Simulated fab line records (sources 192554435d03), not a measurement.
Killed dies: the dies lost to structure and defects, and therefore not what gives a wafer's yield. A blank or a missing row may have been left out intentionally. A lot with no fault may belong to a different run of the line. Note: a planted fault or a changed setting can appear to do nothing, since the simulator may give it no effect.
Chamber matching | flow n5 finfet | rie diel-06 running N5_BEOL_M0_SAQP_STRIP_108: 4 sister chambers
The step strips in N2/H2. 8 wafers are shown with their chamber, then 12 later ones without.

## WAFERS, EACH WITH ITS CHAMBER
wafer  | chamber | showerhead plenum p Torr (Torr) | drypump motor current A (A)
L085.1 | 2       | 3.45                            | 5.3
L085.5 | 2       | 3.45                            | 5.2
L088.3 | 3       | 3.10                            | 6.3
L088.4 | 0       | 3.29                            | 5.9
L088.5 | 1       | 3.44                            | 5.7
L090.1 | 0       | 3.29                            | 5.9
L090.4 | 3       | 3.09                            | 6.3
L090.5 | 1       | 3.44                            | 5.7

## WAFERS WHOSE CHAMBER IS MISSING
wafer  | showerhead plenum p Torr (Torr) | drypump motor current A (A)
L093.1 | 3.44                            | 5.7
L093.3 | 3.09                            | 6.3
L093.4 | 3.44                            | 5.7
L095.1 | 3.28                            | 5.9
L095.4 | 3.44                            | 5.2
L095.6 | 3.28                            | 5.9
L096.3 | 3.09                            | 6.3
L096.4 | 3.28                            | 5.9
L096.5 | 3.09                            | 6.3
L097.3 | 3.43                            | 5.8
L097.4 | 3.28                            | 5.9
L097.6 | 3.44                            | 5.2

## EACH ONE'S CHAMBER
wafer  | from the rows above | in truth
L093.1 | 1                   | 1
L093.3 | 3                   | 3
L093.4 | 1                   | 1
L095.1 | 0                   | 0
L095.4 | 2                   | 2
L095.6 | 0                   | 0
L096.3 | 3                   | 3
L096.4 | 0                   | 0
L096.5 | 3                   | 3
L097.3 | 1                   | 1
L097.4 | 0                   | 0
L097.6 | 2                   | 2
Placed correctly: 12 of 12. Number that these rows cannot place: 0. Wrongly placed: 0.
How it was worked out, from the rows above alone: a wafer's distance from a chamber is the root of the sum, over the readings, of the square of ((its reading less the chamber's mean) divided by the reading's scatter). The wafer belongs to the nearest chamber; if the next one is less than 2 further off, it can't be placed. Each chamber's mean is taken over the wafers shown for it. The scatter is the square root of a quotient: the sum, over the shown wafers, of each reading's squared deviation from its chamber's mean, divided by wafers minus chambers.
